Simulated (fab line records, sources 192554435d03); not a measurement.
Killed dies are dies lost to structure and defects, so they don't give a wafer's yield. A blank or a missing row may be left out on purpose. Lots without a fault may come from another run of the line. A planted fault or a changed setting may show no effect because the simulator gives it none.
Split-lot experiment | flow n5_finfet | 7 lots, 39 wafers read, on a route of 1938 steps

THE SPLIT
At N5_BEOL_M14_SPUTTER_44 (material Ta, target thk 15 nm, time 24.19 s), the setting time_s was moved away from the recipe's 24.19 s on 18 of the 39 wafers read, by -29.5% to +52.3%. The other wafers ran this setting at the recipe's value.

FROM THE SPLIT TO THE READING: what the file shows between them, 3 steps
- N5_BEOL_M14_SPUTTER_45: material Cu, target thk 100 nm, time 16.67 s
- N5_BEOL_M14_ECD_47: material Cu, target thk 1248 nm
- N5_BEOL_M14_ANNEAL_48: time 90 s

THE READING
barrier_field_endpoint_s, in s, at N5_BEOL_M14_CMP_49 (polishes, stops on SiO2, t overpolish 5.2 s, target thk 560 nm). Fault-free wafers of this fab line usually give 11.3 s, standard deviation 0.31 s.

wafer  | tool, chamber at the split | time_s as run, s | against the recipe | barrier_field_endpoint_s, s | against lot-mates on the recipe
L074.3 | pvd_sputter-02, -          | 24.19            | recipe             | 11.6                        | -
L074.4 | pvd_sputter-02, -          | 35.96            | +48.7%             | 14.2                        | +2.8
L074.1 | pvd_sputter-02, -          | 35.96            | +48.7%             | 14.0                        | +2.6
L074.2 | pvd_sputter-02, -          | 24.19            | recipe             | 11.6                        | -
L074.6 | pvd_sputter-02, -          | 35.96            | +48.7%             | 14.1                        | +2.7
L074.5 | pvd_sputter-02, -          | 24.19            | recipe             | 11.0                        | -
L078.2 | pvd_sputter-03, -          | 24.19            | recipe             | 11.3                        | -
L078.3 | pvd_sputter-03, -          | 36.84            | +52.3%             | 14.1                        | +2.8
L078.4 | pvd_sputter-03, -          | 36.84            | +52.3%             | 15.4                        | +4.1
L078.1 | pvd_sputter-03, -          | 36.84            | +52.3%             | 14.1                        | +2.8
L078.6 | pvd_sputter-03, -          | 24.19            | recipe             | 11.5                        | -
L078.5 | pvd_sputter-03, -          | 24.19            | recipe             | 11.2                        | -
L081.2 | pvd_sputter-01, -          | 19.56            | -19.1%             | 9.9                         | -1.1
L081.3 | pvd_sputter-01, -          | 24.19            | recipe             | 11.0                        | -
L081.4 | pvd_sputter-01, -          | 19.56            | -19.1%             | 10.4                        | -0.6
L081.1 | pvd_sputter-01, -          | 24.19            | recipe             | 11.0                        | -
L081.5 | pvd_sputter-01, -          | 24.19            | recipe             | 11.0                        | -
L081.6 | pvd_sputter-01, -          | 19.56            | -19.1%             | 10.0                        | -1.0
L080.4 | pvd_sputter-02, -          | 24.19            | recipe             | 11.6                        | -
L080.1 | pvd_sputter-02, -          | 24.19            | recipe             | 11.4                        | -
L080.3 | pvd_sputter-02, -          | 17.06            | -29.5%             | 9.8                         | -1.7
L080.2 | pvd_sputter-02, -          | 17.06            | -29.5%             | 10.2                        | -1.3
L080.5 | pvd_sputter-02, -          | 24.19            | recipe             | 11.4                        | -
L080.6 | pvd_sputter-02, -          | 17.06            | -29.5%             | 9.8                         | -1.7
L082.3 | pvd_sputter-03, -          | 24.19            | recipe             | 11.6                        | -
L082.4 | pvd_sputter-03, -          | 24.19            | recipe             | 11.3                        | -
L082.5 | pvd_sputter-03, -          | 24.19            | recipe             | 11.2                        | -
L083.3 | pvd_sputter-03, -          | 24.19            | recipe             | 11.1                        | -
L083.1 | pvd_sputter-03, -          | 19.97            | -17.4%             | 10.5                        | -0.8
L083.2 | pvd_sputter-03, -          | 19.97            | -17.4%             | 10.7                        | -0.6
L083.4 | pvd_sputter-03, -          | 19.97            | -17.4%             | 10.7                        | -0.6
L083.5 | pvd_sputter-03, -          | 24.19            | recipe             | 11.3                        | -
L083.6 | pvd_sputter-03, -          | 24.19            | recipe             | 11.4                        | -
L097.1 | pvd_sputter-02, -          | 33.49            | +38.4%             | 13.1                        | +2.1
L097.2 | pvd_sputter-02, -          | 33.49            | +38.4%             | 13.3                        | +2.3
L097.4 | pvd_sputter-02, -          | 24.19            | recipe             | 11.2                        | -
L097.3 | pvd_sputter-02, -          | 33.49            | +38.4%             | 13.7                        | +2.7
L097.6 | pvd_sputter-02, -          | 24.19            | recipe             | 10.8                        | -
L097.5 | pvd_sputter-02, -          | 24.19            | recipe             | 10.9                        | -

THE FIT
A straight line over all 39 wafers: barrier_field_endpoint_s changes by +0.0563 s for each +1% of time_s; r = +0.98; the points scatter about the line by 0.32 s.
The same after taking each lot's own level away (the mean of its wafers on the recipe; 39 wafers): +0.0564 s for each +1%; r = +0.98; scatter 0.27 s.
On that fit, the largest move of time_s shifts the reading by 3 s.
The lots' own levels span 10.97 to 11.47 s, that is 1.6 times the standard deviation above.
So the lot-to-lot level changes the slope little: the two slopes agree.
Check: with one of the wafers moved furthest among these (+52.3%) left out of the fit, the line predicts +3.07 s for it against its lot-mates. It came out at +2.77 s against them.

OTHER SPLITS ON THESE WAFERS
These wafers also went through other splits before the reading. Each is held against what the fit with the lots' levels taken away leaves over:
other split on the same wafers  | wafers away from the commonest value | r with barrier_field_endpoint_s (lot level and that fit taken away)
N5_BEOL_M12_DEP_53 target_thk_a | 6                                    | +0.10

THE WHOLE CHAIN: every reading that the file lists as answering this split, in the file's order
step                   | what it does                                                   | reading                                                                           | change (the file's fit)               | r (the file's)
N5_BEOL_M14_SPUTTER_44 | material Ta, target thk 15 nm, time 24.19 s                    | Ta_of_BEOL_M14_SPUTTER_44.thk_nm (the simulator's own value, which no gauge read) | +0.15 nm for each +1% of the setting  | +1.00
N5_BEOL_M14_CMP_49     | polishes, stops on SiO2, t overpolish 5.2 s, target thk 560 nm | barrier_field_endpoint_s                                                          | +0.0575 s for each +1% of the setting | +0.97

THE FILE'S OWN FIT
barrier_field_endpoint_s changes by +0.0575 s for each +1% of time_s, r = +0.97.
